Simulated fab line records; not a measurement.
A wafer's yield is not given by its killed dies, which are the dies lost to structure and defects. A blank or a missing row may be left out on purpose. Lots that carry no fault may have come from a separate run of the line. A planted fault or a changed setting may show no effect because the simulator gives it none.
A struck lot beside a sound one || flow n5Finfet || 18 steps out of a route of 1938
Sound: the wafers L744.1, L744.4, L744.5. Struck: wafers L758.1, L758.3, L758.4. At the end, the cause is stated.
Order at every step that has rows: each side's tool, ch and its chambers, its first start. Under that, the readings that differ: sound wafers || struck wafers || difference of the means || sigmas: that difference in standard deviations of wafers without a fault.
alike: readings with means less than 2 such deviations apart, plus words and numbers identical on both sides. not compared: withheld readings, readings lacking a value on some wafer, bounds such as >300 that could conceal the same value, and numbers that have no deviation in the record and whose values overlap.
A row with sigmas, a row that says differs or no value, or rows on one side alone: a step with any of these is where the two part. Numbers that have no deviation but don't overlap get no sigmas and don't part them. A reading missing from all wafers of one side parts the sides only when that side holds two or more wafers.

first, 1 step without rows for these wafers: N5_PASSIVATION_PECVD_00 (deposits SiO2 from SiH4/N2O, target thk 200 nm, time 11.2 s).
N5_MIM_BOT_DEGAS_01: time 60 s.
  sound: pvdSputter-01 at day 12 10:04; struck: pvdSputter-01 at day 16 05:58
  alike: heaterPowerW
N5_MIM_BOT_SPUTTER_00: material TiN, target thk 35 nm, time 89.7 s.
  sound: pvdSputter-01 at day 12 10:06; struck: pvdSputter-01 at day 16 06:01
  alike: throttleValvePct
N5_MIM_TOP_ALD_00: deposits Al2O3, purge time 3 s, co reactant pulse time 3 s.
  sound on aldHk-02 ch 1,2,3, day 12 10:12; struck on aldHk-01 ch 1,2,3, day 16 06:07
  alike: precursorPulseHeightRel
then, 1 step without rows for these wafers: N5_MIM_TOP_ALD_01 (deposits HfO2, target thk 5.6 nm, pulse time 1 s, purge time 3 s).
N5_MIM_TOP_ALD_02: deposits Al2O3, purge time 3 s, co reactant pulse time 3 s.
  sound on aldHk-02 ch 1,2,3; struck on aldHk-01 ch 1,2,3
  alike: precursorPulseHeightRel
then, 1 step without rows for these wafers: N5_MIM_TOP_DEGAS_04 (time 60 s).
N5_MIM_TOP_SPUTTER_03: material TiN, target thk 35 nm, time 89.7 s.
  sound: pvdSputter-01 at day 12 11:01; struck: pvdSputter-01 at day 16 07:22
  alike: throttleValvePct
then, 4 steps without rows for these wafers: N5_MIM_TOP_LITHO_HMDS_01 (time 60 s); N5_MIM_TOP_LITHO_COAT_02; N5_MIM_TOP_LITHO_EBR_04; N5_MIM_TOP_LITHO_SOFTBAKE_03 (time 90 s).
N5_MIM_TOP_LITHO_EXPOSE_05: exposes mask MIM TOP, target cd 2000 nm.
  sound on krfScanner-02 ch 0, day 12 11:16; struck on krfScanner-02 ch 0, day 16 07:35
{"reading": "exposureDoseMJCm2", "sound": "20.496 20.459 20.482", "struck": "21.484 21.470 21.459", "difference": "+0.992", "sigmas": "+41"}
  alike: mask, focusOffsetNm, stageVelMmS
then, 3 steps without rows for these wafers: N5_MIM_TOP_LITHO_PEB_06; N5_MIM_TOP_LITHO_DEVELOP_07 (develop time 60 s); N5_MIM_TOP_LITHO_HARDBAKE_09 (time 120 s).
N5_MIM_TOP_LITHO_CD_MEAS_08: the cd target is 2000 nm.
  sound on cdSem-01 ch 0, day 12 11:26; struck on cdSem-01 ch 0, day 16 07:46
{"reading": "cdNm (nm)", "sound": "2000.4 2000.0 2002.4", "struck": "1990.8 1991.8 1994.2", "difference": -8.7, "sigmas": -5}
N5_MIM_TOP_LITHO_OVL_MEAS_11:
  sound on overlay-01 ch 0, day 12 11:28; struck on overlay-01 ch 0, day 16 07:47
  alike: MIM_TOP_OVL

== WHERE THEY PART ==
First at N5_MIM_TOP_LITHO_EXPOSE_05; last, within this record, at N5_MIM_TOP_LITHO_CD_MEAS_08. Later steps at which nothing parts them and some readings are alike: N5_MIM_TOP_LITHO_OVL_MEAS_11.

WHY: what had been put in by the simulator
Process parameters drifting: krfScanner-02 at N5_MIM_TOP_LITHO_EXPOSE_05, beginning at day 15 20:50. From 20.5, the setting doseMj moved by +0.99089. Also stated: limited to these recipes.
